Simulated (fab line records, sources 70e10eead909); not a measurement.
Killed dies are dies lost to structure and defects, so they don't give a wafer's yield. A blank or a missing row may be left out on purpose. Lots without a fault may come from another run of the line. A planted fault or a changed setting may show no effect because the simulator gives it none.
Chamber matching | flow nand_harc | NHARC_A_M1_ETCH_35 on rie_diel-11: 4 sister chambers
The step etches the open film in N2/H2, target depth 40 nm, overetch 12 nm, time 43.94 s. 8 wafers are shown with their chamber, then 9 later ones without.

WAFERS WITH THEIR CHAMBER
wafer  | chamber | showerhead_plenum_p_Torr (Torr) | drypump_motor_current_A (A)
L076.5 | 3       | 2.01                            | 5.4
L087.2 | 1       | 1.94                            | 6.1
L087.3 | 3       | 2.01                            | 5.4
L087.4 | 0       | 1.93                            | 5.8
L088.4 | 1       | 1.94                            | 6.1
L091.2 | 0       | 1.92                            | 5.9
L091.3 | 2       | 1.92                            | 5.4
L091.4 | 2       | 1.92                            | 5.4

WAFERS WITHOUT THEIR CHAMBER
wafer  | showerhead_plenum_p_Torr (Torr) | drypump_motor_current_A (A)
L090.1 | 1.94                            | 6.1
L090.2 | 1.92                            | 5.4
L090.3 | 2.01                            | 5.5
L095.1 | 1.92                            | 5.8
L095.2 | 1.94                            | 6.1
L095.4 | 1.92                            | 5.4
L094.2 | 1.94                            | 6.1
L094.4 | 2.01                            | 5.5
L094.5 | 2.01                            | 5.5

WHICH CHAMBER EACH WENT THROUGH
wafer  | from the rows above | in truth
L090.1 | 1                   | 1
L090.2 | 2                   | 2
L090.3 | 3                   | 3
L095.1 | 0                   | 0
L095.2 | 1                   | 1
L095.4 | 2                   | 2
L094.2 | 1                   | 1
L094.4 | 3                   | 3
L094.5 | 3                   | 3
Placed correctly: 9 of 9. Can't be placed from these rows: 0. Placed wrongly: 0.
How it was worked out, from the rows above alone: a wafer's distance from a chamber is the root of the sum, over the readings, of the square of ((its reading less the chamber's mean) divided by the reading's scatter). The wafer belongs to the nearest chamber; if the next one is less than 2 further off, it can't be placed. A chamber's mean is the mean of its shown wafers. The scatter: the root of (the sum of the squares of (reading less its chamber's mean) over the shown wafers, divided by (wafers less chambers)).
